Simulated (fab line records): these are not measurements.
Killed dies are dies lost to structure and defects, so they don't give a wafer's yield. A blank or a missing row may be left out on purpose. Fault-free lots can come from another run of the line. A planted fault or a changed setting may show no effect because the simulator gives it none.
fab line records	flow n5_finfet
record lots=10	wafers=27	last_day=18
route steps=1938 shown GATE_CUT@503 MOL_CONTACT_COAG@523 BEOL_M4@1111 PASSIVATION@1936
lots with no fault: from the same line, run without faults
start_h: hours from the record's opening day to when the first of the lot's shown wafers began	wait_h: hours since the lot's step before	" identical to the entry in the row above	L1.1+2: several wafers, shown together as one row	- no value, or no start given	* or withheld: withheld	< > ~ a bound
route shown NAME@n: names a module that has steps shown in the file, with the first one's number in the route	usual: the fault-free wafers' mean and standard deviation	same: alike in all rows	chamber/n: place in a boat	sites: readings site by site	_std_site: the standard deviation of these	_edge_site: mean of outer sites minus mean of inner sites	radius_mm: for every site, how far away it sits from the centre of the wafer	mask NAME#n: copy n	behind: the most recent tool/chamber to have shaped the wafer	hold: the reason the lot was held/the length of the hold in hours/how it ended	device: whichever transistor did not switch (one of n, p or np)	end of line: tests run on the same wafers once the route is complete	a step given without rows: its recipe and nothing more	killed: count of dies lost to structure and defects at first sort (not the wafer's yield)	map: a wafer's dies, marking killed ones x, the rest . and places with no die _
set.NAME: the setting that was run; set.NAME@STEP: the one run at that earlier step	model.NAME: the simulator's own value behind a step, which no gauge read
the route's steps for a sample of lots (tables are steps, rows are wafers)
services: a tool's chamber out of use, with start hour (start_h, from the record's first day; less than 0 if before it), hours out, and reason
## steps
# step N5_GATE_CUT_ETCH_47
# recipe chemistry=Cl2/BCl3	target=SiO2	target_depth_a=100	pressure_mtorr=10	icp_w=1000	bias_w=126	Cl2_flow_sccm=53.25	bcl3_flow_sccm=21.75	Ar_flow_sccm=25
# usual bcl3_flow_sccm=21.75/0.064	drypump_motor_current_A=5.59/0.25	oes_product_au=0.78/0.14	rf_fwd_power_W=978/5.5	throttle_valve_pct=23.13/0.17
lot.wafer	tool	chamber	start_h	wait_h	bcl3_flow_sccm	drypump_motor_current_A	oes_product_au	rf_fwd_power_W	rf_hours_counter_h	throttle_valve_pct
L815.2	rie_metal-03	1	98.25	0.0	21.55	5.50	0.75	981	37	22.92
L815.3	"	1	"	"	21.63	5.47	0.76	982	-	22.94
L816.2	rie_metal-01	0	101.96	0.0	21.77	5.41	0.90	970	6	23.10
L816.5	"	0	"	"	21.78	5.40	0.90	973	-	23.07
L816.6	"	1	"	"	21.69	5.83	0.58	984	-	23.52
L818.3	rie_metal-01	0	114.25	0.1	21.77	5.40	0.91	976	-	23.11
L818.4	"	0	"	"	21.78	5.40	0.89	980	-	23.12
L818.6	"	0	"	"	21.75	5.39	0.90	979	-	23.12
L820.2	rie_metal-01	0	127.38	0.1	21.75	5.39	0.89	969	-	23.12
L820.3	"	0	"	"	21.75	5.40	0.89	974	-	23.11
L820.5	"	0	"	"	21.84	5.39	0.89	974	-	23.10
L821.3	rie_metal-01	1	135.77	0.0	21.83	5.86	1.00	989	-	23.42
L821.4	"	0	"	"	21.77	5.39	0.89	976	-	23.12
L821.6	"	0	"	"	21.80	5.40	0.88	977	-	23.11
L822.5	rie_metal-01	0	138.46	0.0	21.72	5.39	0.88	969	-	23.13
L822.6	"	1	"	"	21.81	5.84	0.98	989	-	23.43
L824.1	rie_metal-01	0	147.73	0.0	21.80	5.39	0.89	974	11	23.11
L824.2	"	1	"	"	21.76	5.80	0.97	986	2	23.42
L824.6	"	0	"	"	21.79	5.39	0.88	971	-	23.12
L832.1	rie_metal-03	1	201.23	0.1	21.78	5.48	0.74	976	47	22.95
L832.5	"	1	"	"	21.74	5.49	0.74	981	-	22.96
L832.6	"	1	"	"	21.78	5.46	0.73	979	-	22.94
L834.1	rie_metal-02	0	208.98	0.0	21.78	5.29	0.62	979	129	23.10
L834.2	"	1	"	"	21.79	5.81	0.92	975	6	22.94
L834.4	"	1	"	"	21.72	5.78	0.92	973	-	22.94
L836.2	rie_metal-01	0	223.97	0.0	21.78	5.41	0.85	974	16	23.12
L836.4	"	1	"	"	21.78	5.88	0.93	992	-	23.42
# step N5_GATE_CUT_VAPOR_ETCH_49
# recipe chemistry=BCl3/Cl2	target=TiAlC	mode=isotropic
# usual drypump_motor_current_A=5.59/0.25	oes_product_au=0.78/0.15
lot.wafer	tool	chamber	start_h	wait_h	drypump_motor_current_A	oes_product_au
L815.2	rie_metal-03	1	98.31	0.0	5.49	0.75
L815.3	"	1	"	"	5.47	0.76
L816.2	rie_metal-01	0	102.02	0.0	5.41	0.91
L816.5	"	0	"	"	5.40	0.90
L816.6	"	1	"	"	5.90	0.59
L818.3	rie_metal-01	0	114.37	0.1	5.39	0.89
L818.4	"	0	"	"	5.39	0.89
L818.6	"	0	"	"	5.39	0.90
L820.2	rie_metal-01	0	127.50	0.1	5.39	0.89
L820.3	"	0	"	"	5.38	0.88
L820.5	"	0	"	"	5.39	0.89
L821.3	rie_metal-01	1	135.83	0.0	5.83	1.00
L821.4	"	0	"	"	5.39	0.88
L821.6	"	0	"	"	5.40	0.87
L822.5	rie_metal-01	0	138.52	0.0	5.41	0.90
L822.6	"	1	"	"	5.86	1.00
L824.1	rie_metal-01	0	147.79	0.0	5.39	0.88
L824.2	"	1	"	"	5.82	0.99
L824.6	"	0	"	"	5.39	0.86
L832.1	rie_metal-03	1	201.35	0.1	5.46	0.74
L832.5	"	1	"	"	5.45	0.74
L832.6	"	1	"	"	5.47	0.73
L834.1	rie_metal-02	0	209.04	0.0	5.27	0.62
L834.2	"	1	"	"	5.80	0.92
L834.4	"	1	"	"	5.81	0.92
L836.2	rie_metal-01	0	224.03	0.0	5.39	0.84
L836.4	"	1	"	"	5.87	0.93
# step N5_GATE_CUT_THK_MEAS_24
# recipe reads=SiO2_of_GATE_CUT_HM_DEP_46+SiO2_flowable_of_ILD0_FCVD_FILL_01
# usual GC_FILL_THK=219.8/2
lot.wafer	tool	chamber	start_h	wait_h	GC_FILL_THK[nm]
L815.2	film_metro-01	-	100.93	-	220.6
L815.3	"	-	"	"	219.3
L816.2	film_metro-02	-	104.04	-	215.4
L816.5	"	-	"	"	220.8
L816.6	"	-	"	"	219.1
L818.3	film_metro-01	-	116.43	-	218.8
L818.4	"	-	"	"	218.5
L818.6	"	-	"	"	221.4
L820.2	film_metro-01	-	129.57	-	219.1
L820.3	"	-	"	"	219.0
L820.5	"	-	"	"	220.3
L821.3	film_metro-02	-	138.14	-	216.7
L821.4	"	-	"	"	218.2
L821.6	"	-	"	"	220.3
L822.5	film_metro-02	-	140.52	-	219.6
L822.6	"	-	"	"	222.1
L824.1	film_metro-01	-	149.84	-	218.2
L824.2	"	-	"	"	214.2
L824.6	"	-	"	"	216.8
L832.1	film_metro-01	-	203.43	-	217.9
L832.5	"	-	"	"	225.0
L832.6	"	-	"	"	220.5
L834.1	film_metro-02	-	211.06	-	220.0
L834.2	"	-	"	"	217.5
L834.4	"	-	"	"	222.2
L836.2	film_metro-02	-	226.05	-	220.4
L836.4	"	-	"	"	223.3
# step N5_MOL_CONTACT_COAG_EXPOSE_05
# recipe mask_id=CA	na=0.33	source_shape=annular	sigma_inner=0.4	sigma_outer=0.8	polarization=unpolarized	defocus_nm=0	dose_mj=38.25
lot.wafer	tool	chamber	start_h	wait_h	mask
L815.2+3	euv_scanner-02	0	101.85	-	CA#0
L816.2+5+6	euv_scanner-02	0	104.96	-	CA#0
L818.3+4+6	euv_scanner-02	0	117.35	-	CA#0
L820.2+3+5	euv_scanner-01	0	130.61	-	CA#0
L821.3+4+6	euv_scanner-01	0	139.07	-	CA#0
L822.5+6	euv_scanner-01	0	141.59	-	CA#0
L824.1+2+6	euv_scanner-02	0	150.75	-	CA#0
L832.1+5+6	euv_scanner-01	0	204.47	-	CA#0
L834.1+2+4	euv_scanner-01	0	212.09	-	CA#0
L836.2+4	euv_scanner-02	0	226.96	-	CA#0
# step N5_MOL_CONTACT_COAG_OVL_MEAS_09
# recipe points_per_wafer=522
# usual CA_OVL=-0.2/0.64
lot.wafer	tool	chamber	start_h	wait_h	CA_OVL[nm]
L815.2	overlay-02	0	102.01	0.0	0.9
L815.3	"	0	"	"	0.1
L816.2	overlay-02	0	105.12	0.0	-1.2
L816.5	"	0	"	"	-0.5
L816.6	"	0	"	"	-1.2
L818.3	overlay-01	0	117.51	0.0	-0.6
L818.4	"	0	"	"	0.0
L818.6	"	0	"	"	-0.1
L820.2	overlay-02	0	130.77	0.0	0.3
L820.3	"	0	"	"	-0.8
L820.5	"	0	"	"	-0.4
L821.3	overlay-02	0	139.22	0.0	-0.2
L821.4	"	0	"	"	-0.1
L821.6	"	0	"	"	0.6
L822.5	overlay-01	0	141.74	0.0	0.3
L822.6	"	0	"	"	0.1
L824.1	overlay-02	0	150.91	0.0	-0.8
L824.2	"	0	"	"	-0.4
L824.6	"	0	"	"	-0.4
L832.1	overlay-02	0	204.63	0.0	11.3
L832.5	"	0	"	"	10.8
L832.6	"	0	"	"	11.4
L834.1	overlay-02	0	212.25	0.0	11.9
L834.2	"	0	"	"	11.5
L834.4	"	0	"	"	11.9
L836.2	overlay-01	0	227.12	0.0	-0.5
L836.4	"	0	"	"	-0.1
# step N5_BEOL_M4_RC_MEAS_101
# usual DIBL_N=36.1/2	DIBL_P=36.3/2.5	IOFF_N=0.16/0.037	IOFF_P=0.21/0.039	ION_N=678/15	ION_P=465/8.7	SS_N=71.4/0.7	SS_P=73.3/0.74	VT_N=249/3.6	VT_P=-250.0/2.9
lot.wafer	tool	chamber	start_h	wait_h	DIBL_N[mV/V]	DIBL_P[mV/V]	IOFF_N[nA/um]	IOFF_P[nA/um]	ION_N[uA/um]	ION_P[uA/um]	SS_N[mV/dec]	SS_P[mV/dec]	VT_N[mV]	VT_P[mV]
L816.2	prober-02	0	181.22	0.2	33.3	30.4	0.09	0.15	643	452	70.6	72.3	257	-252.8
L816.5	"	0	"	"	36.9	35.9	0.14	0.21	684	470	71.0	72.7	250	-250.1
L816.6	"	0	"	"	33.6	30.2	0.09	0.14	642	443	70.6	71.8	258	-255.9
L815.2	prober-01	0	191.52	0.2	35.7	35.4	0.14	0.17	675	457	70.6	73.0	254	-255.2
L815.3	"	0	"	"	37.6	37.8	0.18	0.22	674	460	72.1	74.7	249	-249.7
L818.3	prober-02	0	198.11	0.3	36.2	37.4	0.16	0.21	679	463	71.7	73.2	249	-253.5
L818.4	"	0	"	"	34.6	35.8	0.13	0.18	671	466	71.1	72.5	256	-253.8
L818.6	"	0	"	"	37.3	39.0	0.19	0.23	688	467	72.2	74.0	250	-251.7
L820.2	prober-02	0	199.78	0.2	32.3	30.4	0.09	0.14	653	459	70.1	71.2	257	-253.7
L820.3	"	0	"	"	34.5	33.9	0.12	0.18	666	465	71.4	73.0	251	-250.1
L820.5	"	0	"	"	37.8	38.5	0.17	0.25	672	467	71.9	73.8	248	-247.8
L821.3	prober-02	0	233.23	0.3	38.9	40.1	0.20	0.21	675	456	72.3	73.5	250	-253.0
L821.4	"	0	"	"	35.9	37.6	0.15	0.18	673	453	71.5	72.7	252	-254.6
L821.6	"	0	"	"	36.7	38.4	0.16	0.19	670	452	72.0	72.8	252	-253.3
L822.5	prober-01	0	234.30	0.6	33.9	33.0	0.12	0.17	663	464	71.1	72.9	255	-251.0
L822.6	"	0	"	"	37.4	38.3	0.17	0.26	678	469	71.9	74.4	249	-245.3
L824.1	prober-01	0	255.86	0.0	34.2	32.9	0.12	0.19	666	463	70.9	72.2	253	-250.1
L824.2	"	0	"	"	35.7	34.2	0.14	0.20	675	466	71.2	73.9	252	-249.2
L824.6	"	0	"	"	39.3	38.5	0.20	0.28	667	456	73.3	73.9	247	-248.1
L834.1	prober-02	0	306.06	0.0	36.8	38.6	0.19	0.22	713	477	71.3	74.0	245	-247.3
L834.2	"	0	"	"	38.5	39.9	0.21	0.22	685	455	72.0	74.3	248	-252.6
L834.4	"	0	"	"	35.2	34.9	0.15	0.16	671	451	70.6	72.9	252	-256.1
L832.1	prober-02	0	308.27	0.0	34.5	35.3	0.15	0.20	690	476	71.0	72.5	249	-250.5
L832.5	"	0	"	"	38.5	40.9	0.22	0.27	704	481	71.8	73.7	245	-248.8
L832.6	"	0	"	"	34.3	35.2	0.13	0.19	660	453	70.8	72.5	252	-249.1
L836.2	prober-02	0	313.26	0.2	34.2	34.1	0.13	0.18	676	466	70.1	73.3	251	-251.3
L836.4	"	0	"	"	36.9	37.5	0.16	0.23	672	468	71.6	74.1	251	-249.1
# step N5_PASSIVATION_PROBE_49
# usual defect_limited_yield=91.1/1.3	killed_at_M0_to_M3=32/9.7	killed_at_M4_up=16/6	killed_at_contacts=12/5.9	killed_at_front_end=41/11	killed_at_other=4/3.1	killed_dies=104/16	killed_on_rim=14/4	killed_open=68/12	killed_short=34/7.4	sort_bin_5_function=5.1/0.85	sort_bin_6_memory=3.3/0.66	sort_bin_8_speed=0.1/0.53	sort_n_pass=1075/16	sort_yield_pct=91.1/1.4
# same gross_dies=1180	killed_at_back_side=0	sort_bin_4_leakage[%]=0
lot.wafer	tool	chamber	start_h	wait_h	defect_limited_yield[%]	killed_at_M0_to_M3	killed_at_M4_up	killed_at_contacts	killed_at_front_end	killed_at_other	killed_dies	killed_on_rim	killed_open	killed_short	sort_bin_5_function[%]	sort_bin_6_memory[%]	sort_bin_8_speed[%]	sort_n_pass	sort_yield_pct[%]
L834.1	prober-02	-	418.20	0.0	0	24	17	1098	35	6	1180	152	59	43	50.2	3.4	0	0	0
L834.2	prober-02	-	418.25	0.1	0	30	20	1097	28	5	1180	152	66	32	53.4	2.5	0	0	0
L834.4	prober-02	-	418.35	0.2	0	25	20	1099	36	0	1180	152	51	32	50.1	2.5	0	0	0
L832.1	prober-01	-	425.29	0.0	0	25	6	1090	56	3	1180	152	80	28	51.2	3.6	0	0	0
L832.5	prober-01	-	425.49	0.2	0	42	14	1071	50	3	1180	152	65	41	50.5	3.6	0	0	0
L832.6	prober-01	-	425.54	0.3	0	41	7	1080	49	3	1180	152	66	41	48.8	3.9	0	0	0
# killed by level:class
L834.1 MOL_CONTACT_COAG:overlay=1076 MOL_CONTACT_COAG:geometric_particle:open=17 BEOL_M2:geometric_particle:open=8 FIN_SAQP:geometric_particle:short=7 GATE_CUT:geometric_particle:short=6 STI_FIN_REVEAL:geometric_particle:open=5 MOL_CONTACT_COAG:geometric_particle:short=5 BEOL_M1:geometric_particle:open=5
L834.2 MOL_CONTACT_COAG:overlay=1081 MOL_CONTACT_COAG:geometric_particle:open=11 BEOL_M4:geometric_particle:open=9 BEOL_M0_SAQP:geometric_particle:open=8 STI_FIN_REVEAL:geometric_particle:open=7 FIN_SAQP:geometric_particle:short=6 MOL_CONTACT_COAG:geometric_particle:short=5 BEOL_M0_SAQP:geometric_particle:short=5
L834.4 MOL_CONTACT_COAG:overlay=1097 BEOL_M4:geometric_particle:open=10 FIN_SAQP:geometric_particle:short=7 BEOL_M0_SAQP:geometric_particle:short=7 BEOL_M1:geometric_particle:open=7 GATE_CUT:geometric_particle:open=5 GATE_CUT:geometric_particle:short=5 BEOL_M2:geometric_particle:open=5
L832.1 MOL_CONTACT_COAG:overlay=1071 MOL_CONTACT_COAG:geometric_particle:open=16 FIN_SAQP:geometric_particle:open=10 BEOL_M0_SAQP:geometric_particle:open=9 STI_FIN_REVEAL:geometric_particle:open=8 DUMMY_GATE:geometric_particle:open=7 BEOL_M3:geometric_particle:open=6 FIN_SAQP:geometric_particle:short=5
L832.5 MOL_CONTACT_COAG:overlay=1067 BEOL_M0_SAQP:geometric_particle:short=13 FIN_SAQP:geometric_particle:open=11 BEOL_M3:geometric_particle:open=8 BEOL_M0_SAQP:geometric_particle:open=7 BEOL_M2:geometric_particle:open=6 BEOL_M4:geometric_particle:open=6 HKMG_FIN:area_etch=6
L832.6 MOL_CONTACT_COAG:overlay=1071 BEOL_M0_SAQP:geometric_particle:short=11 FIN_SAQP:geometric_particle:open=9 FIN_SAQP:geometric_particle:short=9 BEOL_M0_SAQP:geometric_particle:open=9 STI_FIN_REVEAL:geometric_particle:open=8 BEOL_M2:geometric_particle:open=7 BEOL_M3:geometric_particle:open=7
## services
tool	chamber	start_h	hours	kind
euv_scanner-01	-	95.38	14.5	repair
euv_scanner-01	-	109.89	1.0	pm
rie_metal-01	1	111.38	-	clean
rie_metal-01	1	111.38	16.4	scheduled_down
rie_metal-01	1	111.38	16.4	vent_cycle
euv_scanner-02	-	115.83	1.0	pm
rie_metal-03	-	119.00	2.8	pm
rie_metal-02	1	127.65	-	clean
rie_metal-02	1	127.65	19.8	scheduled_down
rie_metal-02	1	127.65	19.8	vent_cycle
euv_scanner-01	0	132.39	-	calibration
euv_scanner-02	0	132.98	-	calibration
euv_scanner-01	-	151.86	1.0	pm
rie_metal-01	-	158.39	2.1	repair
euv_scanner-02	-	171.98	1.0	pm
rie_metal-03	0	188.68	12.9	repair
euv_scanner-01	-	206.23	0.2	repair
euv_scanner-01	-	208.01	1.0	pm
euv_scanner-02	-	211.73	12.0	pm
rie_metal-02	0	223.46	-	clean
rie_metal-02	0	223.46	20.6	scheduled_down
rie_metal-02	0	223.46	20.6	vent_cycle
euv_scanner-01	-	223.73	4.6	pm
## key
first_sign step=N5_MOL_CONTACT_COAG_OVL_MEAS_09	reading=CA_OVL	direction=up	sigmas=18	usual=-0.2	struck=11.4
effect step=N5_PASSIVATION_PROBE_49	reading=killed_at_contacts	direction=up	sigmas=99+	usual=12	struck=1089
more_kills_born_at N5_MOL_CONTACT_COAG_EXPOSE_05@euv_scanner-01=6463
met_at N5_MOL_CONTACT_COAG_EXPOSE_05
struck_lots L832,L834
not_acting_at N5_GATE_CUT_ETCH_47,N5_GATE_CUT_VAPOR_ETCH_49,N5_GATE_CUT_THK_MEAS_24
onset_between 141.59 204.47
fault kind=scanner_matching_overlay	tool=euv_scanner-01	chamber=-	onset_h=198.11	steps=N5_MOL_CONTACT_COAG_EXPOSE_05	offset=11.205
